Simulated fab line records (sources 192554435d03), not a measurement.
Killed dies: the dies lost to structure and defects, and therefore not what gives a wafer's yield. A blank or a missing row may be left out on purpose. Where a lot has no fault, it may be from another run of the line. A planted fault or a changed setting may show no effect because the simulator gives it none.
fab line records	flow n5_finfet
[record] lots = 11	wafers = 33	last_day = 18
route steps=1938 shown DUMMY_GATE@234 PASSIVATION@1936
lots that met no fault: from a run of the same line without faults
start_h: the number of hours between the record's first day and the start of the first shown wafer of the lot	wait_h: hours since the lot's step before	" the same as in the row above	L1.1+2: several wafers, shown together as one row	- no value, or no start given	* or withheld: withheld	< > ~ a bound
route shown NAME@n: names a module that has steps shown in the file, with the first one's number in the route	usual: mean and standard deviation over wafers with no fault	same: alike in all rows	chamber/n: place in a boat	sites: per-site readings	_std_site: the values' standard deviation	_edge_site: the outer-site mean with the inner-site mean subtracted	radius_mm: how far each site lies from the wafer's centre	mask NAME#n: copy n	behind: the last tool/chamber to shape the wafer	hold: what put the lot on hold/how long, in hours/how the hold closed	device: the n, p or np transistor that did not switch	end of line: tests run on the same wafers once the route is complete	a step without rows: its recipe alone	killed: at the first sort, the dies lost to defects and structure; wafer yield is something else	map: per-die view of a wafer (x killed, . not killed, _ where there is no die)
set.NAME: setting as actually run; set.NAME@STEP: the setting as run at that earlier step	model.NAME: the simulator's own value behind a step, which no gauge read
one table for each step of the route and one row for each wafer, over a sample of lots
services: a tool's chamber out of use, with start hour (start_h, from the record's first day; less than 0 if before it), hours out, and reason
[[steps]]
[step N5_DUMMY_GATE_DESCUM_20]
[recipe] chemistry = O2	time_s = 6.2	source_power_w = 50	bias_power_w = 20	pressure_mtorr = 20	rf_frequency_hz = 2.712e+07	temp_c = 40	resist = CAR-EUV	o2_flow_sccm = 225
[usual] bias_power_w = 20.00/0.057	drypump_motor_current_A = 5.5/0.49	oes_product_au = 0.79/0.086	rf_vpp_V = 243.6/1.5	showerhead_plenum_p_Torr = 2.12/0.089	throttle_valve_pct = 20.53/0.2
lot.wafer	tool	chamber	start_h	wait_h	bias_power_w	drypump_motor_current_A	oes_product_au	rf_hours_counter_h	rf_vpp_V	showerhead_plenum_p_Torr	throttle_valve_pct
L970.1	rie_diel-05	1	58.03	0.0	20.04	5.6	0.90	19	244.9	2.24	20.56
L970.4	"	2	"	"	19.97	5.0	0.68	-	239.9	1.98	20.84
L970.6	"	0	"	"	20.03	5.8	0.90	-	244.1	2.25	20.40
L971.1	rie_diel-04	1	63.36	0.0	19.99	4.9	0.78	127	243.2	2.16	20.62
L971.4	"	2	"	"	20.00	5.1	0.74	163	241.5	2.00	20.40
L971.6	"	2	"	"	20.02	5.1	0.74	-	242.0	2.00	20.40
L973.2	rie_diel-05	2	80.72	0.0	20.07	5.0	0.68	245	241.3	1.97	20.86
L973.3	"	3	"	"	19.92	6.1	0.98	2	242.2	2.07	20.16
L973.5	"	2	"	"	20.02	5.0	0.68	-	242.8	1.98	20.87
L974.1	rie_diel-05	2	84.03	0.2	20.00	5.0	0.67	246	242.4	1.98	20.87
L974.3	"	3	"	"	19.92	6.1	0.96	3	242.9	2.07	20.17
L974.5	"	2	"	"	20.02	5.0	0.68	-	241.5	1.97	20.86
L975.1	rie_diel-04	0	90.15	0.0	19.95	5.3	0.78	125	242.5	2.10	20.18
L975.2	"	1	"	"	20.03	4.9	0.77	133	244.1	2.16	20.64
L975.6	"	1	"	"	19.91	4.9	0.77	-	244.0	2.16	20.64
L976.1	rie_diel-04	1	93.09	0.2	19.95	4.9	0.77	134	245.6	2.16	20.64
L976.4	"	3	"	"	20.07	4.9	0.77	145	243.4	2.16	20.43
L976.5	"	3	"	"	20.02	4.9	0.77	-	246.7	2.16	20.44
L978.2	rie_diel-05	2	107.95	0.0	20.03	5.0	0.68	253	242.7	1.97	20.88
L978.5	"	1	"	"	20.02	5.6	0.87	-	244.7	2.23	20.58
L978.6	"	2	"	"	19.96	5.0	0.68	-	242.5	1.97	20.87
L987.2	rie_diel-03	2	160.25	0.0	20.13	6.1	0.71	226	243.8	2.16	20.57
L987.3	"	1	"	"	19.94	6.0	0.73	-	242.3	2.10	20.65
L987.4	"	2	"	"	20.00	6.1	0.71	-	243.5	2.16	20.56
L988.3	rie_diel-05	2	165.62	0.0	20.00	5.0	0.95	12	244.6	2.23	20.52
L988.5	"	1	"	"	20.02	5.6	0.85	-	245.8	2.23	20.59
L988.6	"	2	"	"	20.04	5.0	0.95	-	244.4	2.23	20.54
L989.2	rie_diel-03	0	173.41	0.1	20.07	4.9	0.77	154	242.4	2.02	20.74
L989.5	"	0	"	"	19.94	4.9	0.77	-	241.0	2.02	20.76
L989.6	"	1	"	"	19.92	6.1	0.72	-	243.7	2.10	20.64
L990.1	rie_diel-05	2	178.80	0.0	19.96	5.0	0.94	17	246.3	2.23	20.54
L990.2	"	1	"	"	20.05	5.6	0.84	58	243.0	2.22	20.62
L990.5	"	1	"	"	20.08	5.6	0.84	-	246.0	2.22	20.60
[step N5_DUMMY_GATE_TRIM_49]
[recipe] chemistry = O2	resist = SOC	time_s = 29	target_cd_nm = 14	source_power_w = 300	bias_power_w = 0	O2_flow_sccm = 100	temp_c = 20
[usual] drypump_motor_current_A = 6.0/0.42	oes_product_au = 1.001/0.018	throttle_valve_pct = 8.06/0.1
[same] bias_power_w = 0
lot.wafer	tool	chamber	start_h	wait_h	drypump_motor_current_A	oes_product_au	rf_hours_counter_h	throttle_valve_pct
L970.1	rie_si-02	2	58.26	0.0	6.5	1.011	155	7.97
L970.4	"	3	"	"	5.7	0.975	5	7.90
L970.6	"	3	"	"	5.7	0.980	-	7.90
L971.1	rie_si-06	0	63.58	0.0	6.1	0.986	88	7.94
L971.4	"	3	"	"	5.3	1.010	32	8.17
L971.6	"	1	"	"	6.7	0.997	-	8.03
L973.2	rie_si-06	1	80.94	0.0	6.7	1.001	33	8.04
L973.3	"	0	"	"	6.1	0.992	88	7.96
L973.5	"	0	"	"	6.1	0.996	-	7.96
L974.1	rie_si-02	1	84.25	0.0	5.7	1.004	111	8.02
L974.3	"	2	"	"	6.5	1.024	156	7.98
L974.5	"	3	"	"	5.7	0.981	-	7.91
L975.1	rie_si-03	0	90.38	0.0	5.3	0.997	187	8.18
L975.2	"	2	"	"	5.8	1.019	0	7.98
L975.6	"	0	"	"	5.3	0.986	-	8.18
L976.1	rie_si-03	3	93.32	0.0	6.3	0.962	54	8.17
L976.4	"	1	"	"	6.5	1.010	133	8.20
L976.5	"	1	"	"	6.5	1.008	-	8.21
L978.2	rie_si-03	0	108.18	0.0	5.3	0.989	187	8.19
L978.5	"	2	"	"	5.9	1.011	-	7.99
L978.6	"	3	"	"	6.3	0.971	-	8.15
L987.2	rie_si-02	1	160.58	0.0	5.7	1.009	113	8.01
L987.3	"	0	"	"	5.8	1.021	126	8.18
L987.4	"	1	"	"	5.7	1.003	-	7.99
L988.3	rie_si-03	2	165.84	0.0	5.8	1.015	2	7.97
L988.5	"	0	"	"	5.3	0.986	-	8.18
L988.6	"	1	"	"	6.4	1.007	-	8.21
L989.2	rie_si-02	3	173.63	0.0	5.7	0.979	7	7.90
L989.5	"	0	"	"	5.8	1.034	-	8.16
L989.6	"	1	"	"	5.7	1.012	-	8.01
L990.1	rie_si-02	2	179.03	0.0	6.5	1.018	157	7.97
L990.2	"	1	"	"	5.7	1.000	113	7.99
L990.5	"	1	"	"	5.7	1.012	-	8.00
[step N5_DUMMY_GATE_ETCH_32]
[recipe] chemistry = CF4	target = SiO2	target_depth_a = 35	time_s = 3.9	ion_energy_ev = 350	pressure_mtorr = 10	icp_w = 800	bias_w = 400	cf4_flow_sccm = 80
[usual] drypump_motor_current_A = 5.9/0.4	oes_product_au = 1.011/0.018	throttle_valve_pct = 21.62/0.21
lot.wafer	tool	chamber	start_h	wait_h	drypump_motor_current_A	oes_product_au	rf_hours_counter_h	throttle_valve_pct
L970.1	rie_si-06	3	58.70	0.1	5.3	1.017	32	22.10
L970.4	"	0	"	"	6.1	1.027	88	21.46
L970.6	"	0	"	"	6.1	1.029	-	21.45
L971.1	rie_si-02	1	64.03	0.1	5.7	1.008	111	21.43
L971.4	"	0	"	"	5.8	1.023	125	21.72
L971.6	"	1	"	"	5.7	1.001	-	21.43
L973.2	rie_si-02	0	81.39	0.1	5.8	1.013	125	21.71
L973.3	"	2	"	"	6.4	1.023	156	21.56
L973.5	"	1	"	"	5.7	0.997	-	21.43
L974.1	rie_si-03	3	84.70	0.1	6.3	0.969	53	21.89
L974.3	"	0	"	"	5.3	1.017	187	21.89
L974.5	"	1	"	"	6.4	1.020	-	21.50
L975.1	rie_si-02	3	90.82	0.1	5.7	0.847	6	21.33
L975.2	"	1	"	"	5.7	0.841	111	21.37
L975.6	"	2	"	"	6.4	0.861	-	21.51
L976.1	rie_si-02	3	93.76	0.1	5.7	0.844	6	21.35
L976.4	"	1	"	"	5.7	0.840	111	21.37
L976.5	"	3	"	"	5.7	0.843	-	21.34
L978.2	rie_si-02	3	108.62	0.1	5.7	0.839	6	21.33
L978.5	"	0	"	"	5.8	0.850	-	21.65
L978.6	"	1	"	"	5.7	0.848	-	21.35
L987.2	rie_si-02	0	161.30	0.1	5.8	1.008	127	21.71
L987.3	"	3	"	"	5.7	1.012	7	21.42
L987.4	"	1	"	"	5.7	1.004	-	21.43
L988.3	rie_si-02	1	166.29	0.1	5.7	1.005	113	21.42
L988.5	"	1	"	"	5.7	1.008	-	21.45
L988.6	"	0	"	"	5.8	1.011	-	21.72
L989.2	rie_si-03	3	174.25	0.1	6.3	0.964	55	21.89
L989.5	"	0	"	"	5.3	1.006	-	21.92
L989.6	"	1	"	"	6.4	1.028	-	21.48
L990.1	rie_si-03	0	179.47	0.1	5.3	1.008	188	21.92
L990.2	"	3	"	"	6.3	0.977	55	21.91
L990.5	"	3	"	"	6.3	0.974	-	21.91
[step N5_DUMMY_GATE_INSPECT_27]
[recipe] inspect_instrument = brightfield	mode = aei
[usual] raw_defect_count = 310/75
lot.wafer	tool	chamber	start_h	wait_h	raw_defect_count
L970.1	defect_inspect-01	-	59.18	0.0	300
L970.4	"	-	"	"	243
L970.6	"	-	"	"	204
L971.1	defect_inspect-02	-	64.51	0.0	290
L971.4	"	-	"	"	244
L971.6	"	-	"	"	242
L973.2	defect_inspect-02	-	81.87	0.0	267
L973.3	"	-	"	"	291
L973.5	"	-	"	"	306
L974.1	defect_inspect-01	-	85.26	0.0	301
L974.3	"	-	"	"	320
L974.5	"	-	"	"	262
L975.1	defect_inspect-01	-	91.30	0.0	296
L975.2	"	-	"	"	503
L975.6	"	-	"	"	442
L976.1	defect_inspect-02	-	94.25	0.0	380
L976.4	"	-	"	"	355
L976.5	"	-	"	"	343
L978.2	defect_inspect-01	-	109.11	0.0	293
L978.5	"	-	"	"	269
L978.6	"	-	"	"	317
L987.2	defect_inspect-02	-	161.78	0.0	309
L987.3	"	-	"	"	324
L987.4	"	-	"	"	304
L988.3	defect_inspect-02	-	166.77	0.0	311
L988.5	"	-	"	"	355
L988.6	"	-	"	"	431
L989.2	defect_inspect-02	-	175.04	0.0	375
L989.5	"	-	"	"	263
L989.6	"	-	"	"	305
L990.1	defect_inspect-02	-	179.98	0.0	245
L990.2	"	-	"	"	343
L990.5	"	-	"	"	312
[step N5_PASSIVATION_PROBE_49]
[usual] killed_at_M0_to_M3 = 35/12	killed_at_M4_up = 13/5.8	killed_at_contacts = 12/5.5	killed_at_front_end = 36/9.9	killed_at_other = 4/3.7	killed_dies = 101/18	killed_open = 66/13	killed_short = 33/8
[same] gross_dies = 1180	killed_at_back_side = 0
lot.wafer	tool	chamber	start_h	wait_h	killed_at_M0_to_M3	killed_at_M4_up	killed_at_contacts	killed_at_front_end	killed_at_other	killed_dies	killed_open	killed_short
L978.2	prober-01	-	370.20	0.1	79	20	17	28	7	151	101	47
L978.5	prober-01	-	370.35	0.2	71	17	13	34	2	137	78	57
L978.6	prober-01	-	370.40	0.3	34	14	20	47	2	117	83	34
// killed by level:class
L978.2 BEOL_M0_SAQP:geometric_particle:open=20 BEOL_M0_SAQP:geometric_particle:short=19 MOL_CONTACT_COAG:geometric_particle:open=12 BEOL_M3:geometric_particle:open=12 STI_FIN_REVEAL:geometric_particle:open=10 BEOL_M1:geometric_particle:open=9 BEOL_M4:geometric_particle:open=8 MOL_CONTACT_COAG:geometric_particle:short=5
L978.5 BEOL_M0_SAQP:geometric_particle:short=26 BEOL_M0_SAQP:geometric_particle:open=16 MOL_CONTACT_COAG:geometric_particle:open=12 FIN_SAQP:geometric_particle:short=9 BEOL_M4:geometric_particle:open=9 BEOL_M1:geometric_particle:open=7 FIN_SAQP:geometric_particle:open=6 BEOL_M1:geometric_particle:short=6
L978.6 MOL_CONTACT_COAG:geometric_particle:open=19 STI_FIN_REVEAL:geometric_particle:open=13 BEOL_M0_SAQP:geometric_particle:short=10 DUMMY_GATE:geometric_particle:open=8 GATE_CUT:geometric_particle:short=6 BEOL_M0_SAQP:geometric_particle:open=6 FIN_SAQP:geometric_particle:open=5 BEOL_M1:geometric_particle:open=5
[[services]]
tool	chamber	start_h	hours	kind
rie_si-06	-	43.83	0.2	repair
rie_diel-05	1	46.73	4.1	repair
rie_diel-05	3	56.25	-	clean
rie_diel-05	3	56.25	-	consumable_replace:focus_ring
rie_diel-05	3	56.25	17.2	scheduled_down
rie_diel-05	3	56.25	17.2	vent_cycle
rie_si-03	2	66.92	-	clean
rie_si-03	2	66.92	12.1	scheduled_down
rie_si-03	2	66.92	12.1	vent_cycle
rie_diel-03	1	70.57	13.5	repair
rie_diel-04	2	71.52	4.8	repair
rie_si-06	1	86.83	2.3	repair
rie_si-03	0	97.58	5.6	repair
rie_si-03	-	101.03	4.3	pm
rie_diel-05	2	111.70	7.9	repair
rie_si-03	2	115.87	4.5	repair
rie_diel-05	2	119.65	-	clean
rie_diel-05	2	119.65	-	consumable_replace:focus_ring
rie_diel-05	2	119.65	-	consumable_replace:showerhead
rie_si-06	-	141.29	0.4	repair
rie_diel-05	-	147.63	0.9	repair
rie_diel-03	0	154.99	7.7	repair
rie_si-02	1	156.07	1.9	repair
rie_diel-04	-	174.46	15.6	pm
[[key]]
[first_sign] step = N5_DUMMY_GATE_ETCH_32	reading = oes_product_au	direction = down	sigmas = 9.2	usual = 1.011	struck = 0.846
effect none on later readings
met_at N5_DUMMY_GATE_ETCH_32
struck_lots L975,L976,L978
tester_left_out L975,L976,L978
not_acting_at N5_DUMMY_GATE_DESCUM_20,N5_DUMMY_GATE_TRIM_49,N5_DUMMY_GATE_INSPECT_27
onset_between 81.39 90.82
[fault] kind = process_parameter_drift	tool = rie_si-02	chamber = -	onset_h = 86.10	steps = N5_DUMMY_GATE_ETCH_32	channel = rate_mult	offset = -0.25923	shape = step	end_h = 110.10
// tester_left_out: of these lots the tester's yield and bins aren't shown, on N5 and GAA mostly nor the transistor test; their killed dies are dies lost to structure and defects alone, not to doping, threshold or leakage, so they don't give the yield
